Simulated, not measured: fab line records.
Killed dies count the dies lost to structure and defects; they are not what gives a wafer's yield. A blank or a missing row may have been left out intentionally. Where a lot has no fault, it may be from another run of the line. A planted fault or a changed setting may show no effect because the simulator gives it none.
Lot-split experiment    flow n5-finfet    on a route of 1938 steps: 7 lots, 21 wafers read

THE SPLIT ITSELF
At N5_BEOL_M10_PECVD_70 (deposits SiO2 from TEOS/O2, target thk 20 nm, time 22.7 s), the setting temp-c was moved away from the recipe's 400 C on 8 of the 21 wafers read, by +2.0% to +4.2%. The other wafers ran this setting at the recipe's value.

FROM THE SPLIT TO THE READING: what the file shows between them, 9 steps
- N5_BEOL_M10_COAT_60: time 60 s, resist thk 30 nm (also split here: spin-rpm)
- N5_BEOL_M10_COAT_05: resist thk 90 nm
- N5_BEOL_M10_EBR_07
- N5_BEOL_M10_DESCUM_16: chemistry O2, time 7.9 s
- N5_BEOL_M10_ETCH_61: etches SiARC in CF4, target depth 39 nm, time 65 s
- N5_BEOL_M10_ETCH_62: etches SOC in N2/H2, target depth 110 nm, overetch 22 nm, time 165 s
- N5_BEOL_M10_STRIP_68: strips in N2/H2
- N5_BEOL_M10_STRIP_67: strips in CF4
- N5_BEOL_M10_STRIP_77: strips in N2/H2, time 10 s

THE READING
SiO2_of_BEOL_M10_PECVD_70.thk-nm (the simulator's own value, which no gauge read), in nm, at N5_BEOL_M10_HM_STRIP_39 (strips TiN in peroxide tin strip, target depth 25 nm, time 158 s). The file does not state a usual value for it. Here, 13 wafers ran the recipe; their average is 20.0 nm with a standard deviation of 0.18 nm.

wafer   tool, chamber at the split  temp-c as run, C  against the recipe  SiO2_of_BEOL_M10_PECVD_70.thk-nm, nm  against lot-mates on the recipe
L078.1  pecvd-04, 0                 400               recipe              19.8                                  -
L078.5  pecvd-04, 0                 410.4             +2.6%               18.4                                  -1.6
L078.6  pecvd-04, 2                 400               recipe              20.2                                  -
L077.2  pecvd-03, 1                 400               recipe              19.6                                  -
L077.4  pecvd-03, 2                 400               recipe              20                                    -
L077.6  pecvd-03, 1                 400               recipe              20                                    -
L079.4  pecvd-03, 2                 400               recipe              19.8                                  -
L079.5  pecvd-03, 1                 400               recipe              20                                    -
L079.6  pecvd-03, 0                 400               recipe              20.2                                  -
L082.1  pecvd-04, 0                 413               +3.2%               17.8                                  -2.2
L082.4  pecvd-04, 2                 413               +3.2%               18.6                                  -1.4
L082.6  pecvd-04, 0                 400               recipe              20                                    -
L084.3  pecvd-02, 1                 416.8             +4.2%               17.8                                  -2.2
L084.4  pecvd-02, 2                 416.8             +4.2%               17.6                                  -2.4
L084.5  pecvd-02, 1                 400               recipe              20                                    -
L086.2  pecvd-04, 0                 415.9             +4.0%               17.2                                  -2.6
L086.3  pecvd-04, 1                 400               recipe              19.8                                  -
L086.4  pecvd-04, 0                 415.9             +4.0%               17.8                                  -2.0
L089.1  pecvd-02, 0                 407.8             +2.0%               18.8                                  -1.2
L089.3  pecvd-02, 1                 400               recipe              19.8                                  -
L089.5  pecvd-02, 1                 400               recipe              20.2                                  -

THE FIT
A straight line over all 21 wafers: SiO2_of_BEOL_M10_PECVD_70.thk-nm changes by -0.569 nm for each +1% of temp-c; r = -0.97; the points scatter about the line by 0.24 nm.
The same after taking each lot's own level away (the mean of its wafers on the recipe; 21 wafers): -0.564 nm for each +1%; r = -0.98; scatter 0.22 nm.
According to that fit, moving temp-c by its largest amount changes the reading by 2.4 nm.
The lots' own levels span 19.80 to 20.00 nm, that is 1.1 times the standard deviation above.
Hence the lot-to-lot level has little effect on the slope; both slopes agree.
Check: for one of the wafers moved furthest among these (+4.2%), held out of the fit, the line's prediction against its lot-mates is -2.42 nm. Against them it came out at -2.2 nm.

THESE WAFERS: OTHER SPLITS
Before the reading, these wafers also passed through other splits. Each is held against what the fit with the lots' levels taken away leaves over:
other split on the same wafers  wafers away from the commonest value  r with SiO2_of_BEOL_M10_PECVD_70.thk-nm (lot level and that fit taken away)
N5_BEOL_M10_COAT_60 spin-rpm    6                                     +0.35

THE WHOLE CHAIN: every reading that the file lists as answering this split, in the file's order
step                     what it does                                                      reading                                                                            change (the file's fit)                r (the file's)
N5_BEOL_M10_PECVD_70     deposits SiO2 from TEOS/O2, target thk 20 nm, time 22.7 s         SiO2_of_BEOL_M10_PECVD_70.thk-nm (the simulator's own value, which no gauge read)  -0.556 nm for each +1% of the setting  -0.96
N5_BEOL_M10_HM_STRIP_39  strips TiN in peroxide tin strip, target depth 25 nm, time 158 s  SiO2_of_BEOL_M10_PECVD_70.thk-nm (the simulator's own value, which no gauge read)  -0.571 nm for each +1% of the setting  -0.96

FILE'S OWN FIT
SiO2_of_BEOL_M10_PECVD_70.thk-nm changes by -0.571 nm for each +1% of temp-c, r = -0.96.
